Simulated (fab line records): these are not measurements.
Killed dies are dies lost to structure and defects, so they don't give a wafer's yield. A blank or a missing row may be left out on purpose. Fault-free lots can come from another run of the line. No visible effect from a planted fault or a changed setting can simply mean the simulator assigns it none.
Which of the tools did it?	flow n5-finfet	9 lots, 27 wafers sampled, at 6 steps of a route of 1938

## WHAT THE GAUGES READ, wafer by wafer
N5_STI_FIN_REVEAL_FIN_H_MEAS_10. Usual: trench-depth-nm reads 52.0 nm (standard deviation 0.54).
lot	measured	on	trench-depth-nm (nm)	flag
L391	day 4 06:28	ocd-02	52.5 52.0 52.5	
L393	day 4 21:50	ocd-01	52.2 52.0 52.4	
L397	day 5 19:01	ocd-01	51.8 52.1 51.6	
L399	day 6 06:26	ocd-02	22.0 22.4 21.9	OFF
L400	day 6 11:55	ocd-02	20.7 20.7 21.5	OFF
L401	day 6 19:21	ocd-01	20.7 21.1 21.1	OFF
L403	day 7 08:24	ocd-01	52.2 52.6 52.4	
L404	day 7 14:32	ocd-01	52.1 52.5 53.1	
L405	day 7 22:34	ocd-02	51.8 51.9 51.3	

N5_BEOL_M4_RC_MEAS_101. Usual: DIBL_N 35.9 mV/V, standard deviation 1.3; DIBL_P 35.9 mV/V, standard deviation 1.6; IOFF_N 0.156 nA/um, standard deviation 0.022; IOFF_P 0.205 nA/um, standard deviation 0.023; ION_N 675 uA/um, standard deviation 9; ION_P 463 uA/um, standard deviation 5.6; SS_N 71.4 mV/dec, standard deviation 0.57; SS_P 73.1 mV/dec, standard deviation 0.52; VT_N 249.7 mV, standard deviation 2.8; VT_P -250.2 mV, standard deviation 2.5.
lot	measured	on	DIBL_N (mV/V)	DIBL_P (mV/V)	IOFF_N (nA/um)	IOFF_P (nA/um)	ION_N (uA/um)	ION_P (uA/um)	SS_N (mV/dec)	SS_P (mV/dec)	VT_N (mV)	VT_P (mV)	flag
L391	day 9 13:36	prober-02	34.7 37.3 35.3	35.5 38.2 35.8	0.136 0.170 0.142	0.218 0.266 0.223	673 675 679	467 472 474	71.1 72.1 71.8	72.3 73.3 72.5	249.2 248.7 250.7	-247.6 -243.5 -248.0	
L393	day 10 09:53	prober-01	35.3 35.4 35.5	34.7 34.5 34.6	0.144 0.139 0.142	0.198 0.194 0.196	676 667 668	461 460 455	70.3 70.1 71.1	72.7 73.5 73.1	252.4 251.9 251.9	-253.1 -251.6 -250.6	
L397	day 10 19:54	prober-02	37.2 36.3 36.0	36.7 35.5 35.5	0.181 0.157 0.153	0.257 0.219 0.230	677 664 669	469 464 474	72.4 72.0 71.7	73.4 72.3 73.2	246.8 250.5 252.2	-245.6 -248.8 -247.1	
L403	day 13 05:36	prober-01	35.7 35.8 34.8	37.2 37.6 36.8	0.150 0.152 0.139	0.185 0.198 0.183	666 665 665	457 459 456	71.5 71.9 71.7	72.9 73.2 72.6	252.0 249.6 252.1	-253.1 -253.4 -254.4	
L404	day 13 14:47	prober-01	34.5 35.3 32.4	35.4 36.1 33.1	0.140 0.154 0.116	0.186 0.202 0.156	673 676 664	460 459 457	71.1 72.1 70.8	72.7 72.4 72.0	249.2 250.1 254.7	-253.0 -250.4 -251.6	
L405	day 13 05:27	prober-02	38.2 37.4 39.1	37.6 36.7 39.4	0.172 0.151 0.197	0.217 0.204 0.249	680 663 679	462 457 463	71.6 71.9 72.1	74.0 73.9 74.4	247.7 251.6 246.0	-248.9 -250.7 -247.2	

## TOOL THAT RAN EACH LOT (tool first, then ch and the chambers of the sampled wafers, then the start)
lot	N5_FIN_CUT_CUT_ETCH_28	N5_STI_FIN_REVEAL_ALD_14	N5_STI_FIN_REVEAL_DENSIFY_30	N5_STI_FIN_REVEAL_ETCHBACK_08
L391	rie-si-05 ch 2,3, day 3 21:35	ald-sin-02 ch 0,3, day 3 21:55	rtp-anneal-02 ch 0, day 4 03:20	rie-diel-03 ch 0,1,3, day 4 03:29
L393	rie-si-04 ch 1,3, day 4 12:35	ald-sin-02 ch 0,3, day 4 12:57	rtp-anneal-01 ch 0, day 4 18:22	rie-diel-03 ch 0,3, day 4 18:32
L397	rie-si-05 ch 0,1,2, day 5 10:05	ald-sin-01 ch 1,2,3, day 5 10:24	rtp-anneal-02 ch 0, day 5 15:47	rie-diel-04 ch 0,2,3, day 5 16:01
L399	rie-si-05 ch 0,1,2, day 5 21:25	ald-sin-03 ch 1,2, day 5 21:44	rtp-anneal-02 ch 0, day 6 03:16	rie-diel-04 ch 0,2,3, day 6 03:28
L400	rie-si-05 ch 0,3, day 6 03:03	ald-sin-01 ch 2,3, day 6 03:22	rtp-anneal-01 ch 0, day 6 08:47	rie-diel-04 ch 0,1,3, day 6 08:56
L401	rie-si-05 ch 0,2,3, day 6 09:06	ald-sin-03 ch 0,3, day 6 09:59	rtp-anneal-02 ch 0, day 6 15:58	rie-diel-03 ch 0,2,3, day 6 16:24
L403	rie-si-05 ch 0,2,3, day 6 23:01	ald-sin-03 ch 0,3, day 6 23:37	rtp-anneal-01 ch 0, day 7 05:17	rie-diel-03 ch 0,3, day 7 05:26
L404	rie-si-03 ch 0,1,2, day 7 05:31	ald-sin-03 ch 1,2,3, day 7 05:59	rtp-anneal-01 ch 0, day 7 11:23	rie-diel-03 ch 1,2, day 7 11:35
L405	rie-si-04 ch 2,3, day 7 11:41	ald-sin-03 ch 0,1,2, day 7 14:02	rtp-anneal-01 ch 0, day 7 19:25	rie-diel-04 ch 0,1,3, day 7 19:37
- N5_FIN_CUT_CUT_ETCH_28: etches Si in HBr/Cl2/O2, target depth 6 nm, time 2.4 s.
- N5_STI_FIN_REVEAL_ALD_14: deposits Si3N4, target thk 3 nm.
- N5_STI_FIN_REVEAL_DENSIFY_30
- N5_STI_FIN_REVEAL_ETCHBACK_08: etches SiO2 in C4F6/O2, target depth 30.5 nm, time 10.167 s.

## WHAT THE TOOLS THEMSELVES READ (means of the sampled wafers that have a number; where no wafer has one, the mark that the record gives instead)
N5_FIN_CUT_CUT_ETCH_28. Usual: HBr_flow_sccm 150.1 sccm, standard deviation 0.44; drypump-motor-current-A 5.9 A, standard deviation 0.4; oes-product-au 0.998 a.u., standard deviation 0.011; throttle-valve-pct 37.30 %, standard deviation 0.21.
lot	tool	HBr_flow_sccm (sccm)	drypump-motor-current-A (A)	oes-product-au (a.u.)	throttle-valve-pct (%)	flag
L391	rie-si-05	150.0	6.1	1.008	37.41	
L393	rie-si-04	150.1	5.2	0.983	37.14	
L397	rie-si-05	150.1	6.1	0.995	37.34	
L399	rie-si-05	150.2	6.1	0.993	37.34	
L400	rie-si-05	150.3	6.1	1.006	37.44	
L401	rie-si-05	150.6	6.1	1.002	37.37	
L403	rie-si-05	150.5	6.0	1.004	37.37	
L404	rie-si-03	149.7	5.4	0.994	37.36	
L405	rie-si-04	149.7	6.1	0.988	36.99	

N5_STI_FIN_REVEAL_ALD_14. Usual: heater-power-w reads 848 W (standard deviation 75).
lot	tool	heater-power-w (W)	flag
L391	ald-sin-02	913	
L393	ald-sin-02	906	
L397	ald-sin-01	860	
L399	ald-sin-03	814	
L400	ald-sin-01	779	
L401	ald-sin-03	844	
L403	ald-sin-03	845	
L404	ald-sin-03	872	
L405	ald-sin-03	831	

N5_STI_FIN_REVEAL_DENSIFY_30. Usual: lamp-power-pct 11.53 %, standard deviation 0.057; lamp_zone_2_pct 11.530 %, standard deviation 0.018.
lot	tool	lamp-power-pct (%)	lamp_zone_2_pct (%)	flag
L391	rtp-anneal-02	11.52	11.534	
L393	rtp-anneal-01	11.53	11.538	
L397	rtp-anneal-02	11.53	11.536	
L399	rtp-anneal-02	11.54	11.540	
L400	rtp-anneal-01	11.53	11.527	
L401	rtp-anneal-02	11.58	11.540	
L403	rtp-anneal-01	11.51	11.534	
L404	rtp-anneal-01	11.54	11.519	
L405	rtp-anneal-01	11.57	11.527	

N5_STI_FIN_REVEAL_ETCHBACK_08. Usual: C4F6_flow_sccm 9.997 sccm, standard deviation 0.028; O2_flow_sccm 9.999 sccm, standard deviation 0.029; bias-w 185.0 W, standard deviation 0.58; drypump-motor-current-A 5.9 A, standard deviation 0.36; oes-product-au 0.77 a.u., standard deviation 0.077; rf-vpp-V 668 V, standard deviation 7.4; showerhead-plenum-p-Torr 2.89 Torr, standard deviation 0.076; throttle-valve-pct 21.22 %, standard deviation 0.25.
lot	tool	C4F6_flow_sccm (sccm)	O2_flow_sccm (sccm)	bias-w (W)	drypump-motor-current-A (A)	oes-product-au (a.u.)	rf-vpp-V (V)	showerhead-plenum-p-Torr (Torr)	throttle-valve-pct (%)	flag
L391	rie-diel-03	10.001	10.016	184.4	5.6	0.74	664	2.84	21.16	
L393	rie-diel-03	9.991	9.995	185.1	5.6	0.72	672	2.90	21.40	
L397	rie-diel-04	9.983	10.005	184.2	6.2	0.75	669	2.87	21.34	
L399	rie-diel-04	-	-	-	-	-	-	-	-	OFF
L400	rie-diel-04	-	-	-	-	-	-	-	-	OFF
L401	rie-diel-03	-	-	-	-	-	-	-	-	OFF
L403	rie-diel-03	10.010	10.026	185.1	5.6	0.72	668	2.86	21.43	
L404	rie-diel-03	10.000	9.957	184.5	5.7	0.84	665	2.92	20.79	
L405	rie-diel-04	10.022	10.037	185.0	6.3	0.72	666	2.89	21.36	

## THE ANSWER, worked out from the rows above alone
Rule: lot off if the mean of its wafers having a number is beyond 3 standard deviations from the usual mean. Also off: a lot with no number at a reading for which 4 or more lots have one. Where the step has rows for the other lots, those lots are counted as sound. The gauges are gone through in route order, then the tools' own readings, and for those a lot's mean is taken as printed above. At the first step where some lot is off, the reading lying furthest off is the one used; lots without a number count as furthest.
Off: L399, L400, L401, at N5_STI_FIN_REVEAL_FIN_H_MEAS_10 (trench-depth-nm).
If a tool, at a process step before that reading, ran all the lots that are off and no sound lot after the first of them, it fits. The gauges at N5_STI_FIN_REVEAL_FIN_H_MEAS_10 aren't tried: what is off there is off at N5_STI_FIN_REVEAL_ETCHBACK_08 too, on other tools, and a gauge's error can't cause that. Of those tried, none fits.

## WHAT THE SIMULATOR HAD PUT IN
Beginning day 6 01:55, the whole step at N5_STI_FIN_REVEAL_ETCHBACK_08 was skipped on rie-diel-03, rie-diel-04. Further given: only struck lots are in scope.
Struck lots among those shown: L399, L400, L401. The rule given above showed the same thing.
